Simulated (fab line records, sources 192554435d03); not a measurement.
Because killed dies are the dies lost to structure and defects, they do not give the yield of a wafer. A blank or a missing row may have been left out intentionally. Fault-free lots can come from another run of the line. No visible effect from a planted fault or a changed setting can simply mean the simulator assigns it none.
One fault seen from 2 desks | flow n5Finfet | each desk has only its own numbers; what lay behind them comes last

THE METROLOGY DESK
What the gauges read, lot by lot, whatever tool the lot ran on: means of the sampled wafers that have a number. Marked OUT: a lot whose mean sits more than 4 standard deviations from the usual mean, which makes it out of limits; the brackets give that distance.
Columns: A = M9_OVL at N5_BEOL_M9_OVL_MEAS_12, usual 0.1 nm; B = V8_OVL at N5_BEOL_M9_OVL_MEAS_29, usual 0.2 nm
lot  | first seen here | A    | B
L653 | day 9 04:25     | -0.4 | -0.1
L654 | day 9 23:55     | 1.7  | -0.1
L656 | day 10 07:40    | 0.1  | 0.1
L658 | day 10 18:44    | -0.8 | 0.0
L660 | day 11 01:37    | 0.1  | -0.5
L661 | day 11 07:42    | -0.5 | -0.7
L662 | day 11 11:32    | -0.2 | 0.1
L663 | day 11 23:04    | -0.4 | -0.4
L664 | day 12 02:27    | -0.7 | 0.3
L666 | day 12 20:49    | 1.0  | 1.0
L667 | day 13 04:59    | 0.5  | 0.8
L671 | day 13 21:08    | 0.8  | -0.6
This desk's finding: nothing out of limits on any of the 12 lots.

FOR THE TOOL OWNER'S DESK: euvScanner-01
The tool's own readings at N5_BEOL_M9_EXPOSE_25 (exposes mask V8): means of the sampled wafers that have a number, for each lot that ran on this tool. Marked OUT: a lot whose mean sits more than 4 standard deviations from the usual mean, which makes it out of limits; the brackets give that distance.
Columns: A = exposureDoseMJCm2 at N5_BEOL_M9_EXPOSE_25, usual 37.19
lot  | first seen here | A
L654 | day 10 01:56    | 37.16
L658 | day 10 20:40    | 37.17
L664 | day 12 04:32    | 37.18
L666 | day 12 23:02    | 37.15
L667 | day 13 07:38    | 37.17
L671 | day 14 00:52    | 36.42 (-4.5) OUT
Finding of this desk: L671 out of limits; the first was L671 at day 14 00:52, on exposureDoseMJCm2 at N5_BEOL_M9_EXPOSE_25. Within limits: L654, L658, L664, L666, L667.

ALL TOGETHER
An alarm could have come from the tool owner's desk at day 14 00:52, on L671.
From the metrology desk's view, nothing was out of limits.
The metrology desk has L671 on record, within its limits.
Of the lots named, all ran N5_BEOL_M9_EXPOSE_25 on euvScanner-01.

WHAT THE SIMULATOR HAD PUT IN
Drift in process parameters on euvScanner-01 at N5_BEOL_M9_EXPOSE_25, starting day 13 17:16. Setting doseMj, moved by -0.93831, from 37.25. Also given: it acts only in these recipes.
Struck lots among those shown: L671.
How many hours passed from the start of the fault until each desk's first out-of-limits reading: the tool owner's desk, 8.
